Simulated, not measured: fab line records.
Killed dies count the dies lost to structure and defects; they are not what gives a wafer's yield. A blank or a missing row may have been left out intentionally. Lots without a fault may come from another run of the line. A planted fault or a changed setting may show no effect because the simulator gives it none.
Code-filled problem report in 8D (eight disciplines) form || flow nand harc || the parts of the form that need people (team, actions taken, sign-off) are left out

== 1. THE PROBLEM ==
At NHARC_A_DECK1_JOINT_ETCHBACK_00, run length s averages 28.5 s over 2 wafers from 2 lots, while fault-free wafers read 38.8 s, standard deviation 0.46. That puts it -22 standard deviations away from the usual mean.
The step: etches the open film in HBr, target depth 30 nm, time 17.4 s.
The first sign was on wafer L311.5 at day 13 10:57, on rie si-04. The record has a number at this step for 36 wafers belonging to 12 lots. Rule for "out", or "out of limits": more than 4 standard deviations from the usual mean. The rest of the wafers with a number are treated as sound.

== 2. WHAT IT IS AND WHAT IT IS NOT ==
{"question": "which readings at this step", "is": "run length s", "is not": "drypump motor current A, hbr flow sccm, oes product au"}
{"question": "which lots", "is": "L311, L313", "is not": "L307, L309, L310, L320, L323, L324, L325, L326, L327, L329"}
{"question": "which wafers of those lots", "is": "L311.5, L313.6", "is not": "L311.1, L311.4, L313.2, L313.3"}
{"question": "read on which tools", "is": "rie si-04", "is not": "rie si-01, rie si-03"}
{"question": "when", "is": "from day 13 10:57", "is not": "up to then (11 sound wafers); but 23 sound wafers of L313, L320, L323, L324, L325, L326, L327, L329 came after"}

== 3. WHAT RULES OUT EACH SUSPECT ==
Counting: a tool at a process step up to the reading stays a suspect if it ran every lot that is out. Sound lots after the first of them don't rule it out here, since some wafers of a struck lot are sound.
- rie si-04 at NHARC_A_DECK1_JOINT_ETCHBACK_00 (etches the open film in HBr, target depth 30 nm, time 17.4 s): kept. It processed each lot that is out (first: L311, day 13 10:57); up to then, its last sound lot is L310 (day 13 02:18). On those wafers its own readings are out: run length s.
- Within rie si-04 at NHARC_A_DECK1_JOINT_ETCHBACK_00: the wafers that are out ran in chamber 0; their sound lot-mates ran in chambers 1, 2, 3.
Left after counting: rie si-04 at NHARC_A_DECK1_JOINT_ETCHBACK_00.

== 4. THE CAUSE (what the simulator had put in) ==
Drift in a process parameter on rie si-04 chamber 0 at NHARC_A_DECK1_JOINT_ETCHBACK_00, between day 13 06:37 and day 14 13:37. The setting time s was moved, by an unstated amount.
The count eliminated every tool but this one.

== 5. THE CHAIN OF EFFECTS, in route order ==
One row per reading whose mean, taken over the struck wafers that have a number, lies over 3 standard deviations from the usual. Only readings whose record carries a usual standard deviation are examined. hours: median over the lots of the time between each lot's start at the first step of this table that gives one and its start at this step. sigmas: the change, counted in usual standard deviations.
{"hours": 0, "step": "NHARC_A_DECK1_JOINT_ETCHBACK_00", "reading": "run length s", "usual": "38.8 s", "on struck wafers": 28.5, "change": -10.3, "sigmas": -22}
The process steps in it:
- NHARC_A_DECK1_JOINT_ETCHBACK_00: etches the open film in HBr, target depth 30 nm, time 17.4 s.

== 6. HOW IT WOULD HAVE BEEN CAUGHT EARLIER ==
The fault began at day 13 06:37; the first out-of-limits reading in this record came at day 13 10:57, 4 hours later.
